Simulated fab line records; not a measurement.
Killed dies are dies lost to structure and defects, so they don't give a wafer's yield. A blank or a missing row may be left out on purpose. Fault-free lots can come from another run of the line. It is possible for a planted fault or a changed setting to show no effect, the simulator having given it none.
Struck lot and sound lot, side by side / flow nand harc / 15 steps out of a route of 1302
Sound: the wafers L583.1, L583.3, L583.4. Struck: wafers L575.1, L575.6. (L575.3 of the same lot was not struck and is left out.) The cause comes at the end.
For every step that has rows: the tool of each side, followed by ch and its chambers, followed by its first start. Under that, the readings that differ: sound wafers / struck wafers / difference of the means / sigmas: that difference in standard deviations of wafers without a fault.
alike: a reading whose means differ by less than 2 such deviations, as well as words and numbers matching on both sides. not compared: withheld readings; readings where some wafer has no value; bounds like >300 that might hide an equal value; numbers whose values overlap and for which the record gives no deviation.
The two part at a step that has a row with sigmas, a row that says differs or no value, or rows on one side only. Non-overlapping numbers with no deviation appear without sigmas and do not part them. A reading missing from all wafers of one side parts the sides only when that side holds two or more wafers.

NHARC_P_GATE_DESCUM_31: chemistry O2, time 3 s.
  sound on rie diel-01 ch 0,1,2, day 14 09:58; struck on rie diel-11 ch 0,3, day 11 06:39
  alike: drypump motor current A, oes product au, rf vpp V, showerhead plenum p Torr, throttle valve pct
  not compared: rf hours counter h
NHARC_P_GATE_ETCH_104: etches the open film in CF4/CHF3, target depth 60 nm.
  sound on rie diel-01 ch 0,1,2, day 14 10:03; struck on rie diel-11 ch 0,1, day 11 06:43
  alike: drypump motor current A, oes product au, rf vpp V, showerhead plenum p Torr, throttle valve pct
then, 2 steps without rows for these wafers: NHARC_P_GATE_HM_OPEN_105 (chemistry O2/COS, target depth 360 nm); NHARC_P_GATE_STRIP_106 (strips in O2/COS).
NHARC_P_GATE_ETCH_114: etches the open film in CF4/O2, target depth 30 nm, overetch 3 nm, time 16.5 s.
  sound: rie diel-01 ch 0,1,2; struck: rie diel-11 ch 1,2
  alike: drypump motor current A, oes product au, rf vpp V, showerhead plenum p Torr, throttle valve pct
  not compared: rf hours counter h
then, 1 step without rows for these wafers: NHARC_P_GATE_ETCH_32 (etches the open film in HBr/Cl2, target depth 150 nm, time 100.1 s).
NHARC_P_GATE_STRIP_108: strips in O2.
  sound on rie diel-11 ch 1,2,3, day 14 10:36; struck on rie diel-03 ch 0,3, day 11 07:16
  alike: drypump motor current A, oes product au, rf vpp V, showerhead plenum p Torr, throttle valve pct
  not compared: rf hours counter h
NHARC_P_GATE_CD_MEAS_33:
  sound on cd sem-01, day 14 10:46; struck on cd sem-03, day 11 07:27
reading=cd nm (nm); sound=121.2 121.8 121.3; struck=115.9 119.2; difference=-3.9; sigmas=-2
then, 4 steps without rows for these wafers: NHARC_P_GATE_STRIP_35 (strips in SPM, time 600 s); NHARC_P_GATE_PRECLEAN_73 (cleans in SC1); NHARC_P_GATE_SRD_74; NHARC_P_GATE_ALD_36 (deposits SiNx, target thk 20 nm, pulse time 60 s, ald cycles 223).
NHARC_P_GATE_ETCHBACK_37: etches the open film in CHF3/O2, target depth 34.5 nm, time 17.2 s.
  sound on rie diel-11 ch 0,2, day 14 22:53; struck on rie diel-01 ch 0,3, day 11 17:31
reading=run length s (s); sound=38.6 38.4 38.7; struck=59.9 60.6; difference=+21.7; sigmas=+44
  alike: drypump motor current A, oes product au, rf vpp V, showerhead plenum p Torr, throttle valve pct
  not compared: rf hours counter h
NHARC_P_GATE_STRIP_101: strips in O2, time 20 s.
  sound on rie diel-11 ch 0,1,2, day 14 23:00; struck on rie diel-01 ch 0,1, day 11 17:37
reading=drypump motor current A (A); sound=6.0 5.9 5.9; struck=4.9 5.4; difference=-0.8; sigmas=-2
  alike: oes product au, rf vpp V, showerhead plenum p Torr, throttle valve pct
  not compared: rf hours counter h
-- jump in the record: it breaks off in module P_GATE and resumes in module END (first step shown: number 1302 of the route), and 19 days separate the struck wafers' starts before and after --
NHARC_END_SORT_01:
  here the record holds rows for the struck wafers (prober-02 ch 0, day 30 15:33) but none for the sound ones

## WHERE THEY PART
Last at NHARC_END_SORT_01 as far as this record goes, first at NHARC_P_GATE_CD_MEAS_33.

WHY: whatever the simulator had introduced
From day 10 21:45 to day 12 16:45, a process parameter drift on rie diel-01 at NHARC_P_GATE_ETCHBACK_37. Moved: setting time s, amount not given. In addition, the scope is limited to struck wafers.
